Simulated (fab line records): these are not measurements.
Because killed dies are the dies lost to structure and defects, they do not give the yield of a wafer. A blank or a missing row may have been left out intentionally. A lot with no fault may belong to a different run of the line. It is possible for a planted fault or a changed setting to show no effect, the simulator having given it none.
Chamber matching ; flow n5-finfet ; 4 sister chambers for N5_BEOL_M9_ETCH_61 on rie-diel-04
The step etches SiARC in CF4, target depth 39 nm, time 65 s. 24 wafers are shown with their chamber, then 12 later ones without.

== WAFERS, EACH WITH ITS CHAMBER ==
wafer;chamber;throttle-valve-pct (%);etch-rf-on-time-s (s);showerhead-plenum-p-Torr (Torr)
L074.2;3;15.1;67.6;2.18
L074.4;1;16.0;64.0;2.05
L074.5;3;15.1;67.4;2.18
L075.1;1;16.0;63.7;2.05
L075.3;3;15.1;66.1;2.18
L075.5;2;15.5;62.7;2.15
L077.2;0;15.1;66.4;2.26
L077.3;2;15.6;63.6;2.15
L077.4;1;16.0;63.4;2.05
L080.1;1;16.0;63.9;2.05
L080.2;3;15.1;66.8;2.17
L080.6;3;15.1;66.8;2.17
L079.3;2;15.6;63.3;2.15
L079.4;0;15.1;66.8;2.26
L079.6;3;15.1;66.1;2.17
L083.1;2;15.5;63.9;2.15
L083.2;3;15.1;67.3;2.17
L083.3;0;15.1;67.3;2.26
L082.2;0;15.1;66.8;2.26
L082.5;0;15.1;66.7;2.26
L082.6;2;15.5;63.4;2.15
L086.4;3;15.2;66.8;2.17
L086.5;2;15.6;62.9;2.15
L086.6;1;15.6;64.5;2.31

SIGNATURES (averages over the wafers above)
reading;chamber 0;chamber 1;chamber 2;chamber 3;scatter within a chamber
throttle-valve-pct;15.100;15.920;15.550;15.112;0.0871
etch-rf-on-time-s;66.800;63.900;63.300;66.862;0.461
showerhead-plenum-p-Torr;2.2600;2.1020;2.1500;2.1738;0.0521
Rule: for a wafer and a chamber, the distance is found by dividing, reading by reading, the gap between the wafer's reading and the chamber's mean by the reading's scatter, squaring, summing and taking the root. The wafer belongs to the nearest chamber; if the next one is less than 2 further off, it can't be placed. The scatter: the root of (the sum of the squares of (reading less its chamber's mean) over the shown wafers, divided by (wafers less chambers)).

== WAFERS MISSING THEIR CHAMBER ==
wafer;throttle-valve-pct (%);etch-rf-on-time-s (s);showerhead-plenum-p-Torr (Torr)
L091.1;15.2;66.6;2.16
L091.2;15.1;67.3;2.25
L091.3;15.6;64.3;2.30
L091.4;15.6;63.7;2.14
L091.5;15.1;67.3;2.25
L091.6;15.6;64.0;2.30
L094.2;15.6;64.8;2.30
L094.5;15.2;67.2;2.16
L094.6;15.6;63.2;2.14
L097.1;15.6;63.0;2.14
L097.2;15.1;65.4;2.25
L097.5;15.6;63.2;2.14

== WHICH CHAMBER EACH ONE RAN IN ==
wafer;from the rows above;in truth
L091.1;can't be placed: 3 or 0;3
L091.2;can't be placed: 0 or 3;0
L091.3;can't be placed: 2 or 1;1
L091.4;2;2
L091.5;can't be placed: 0 or 3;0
L091.6;can't be placed: 2 or 1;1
L094.2;can't be placed: 2 or 1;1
L094.5;can't be placed: 3 or 0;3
L094.6;2;2
L097.1;2;2
L097.2;can't be placed: 0 or 3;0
L097.5;2;2
4 of 12 placed correctly. Can't be placed from these rows: 8 (the true chamber is among the candidates in 8). 0 placed wrongly.
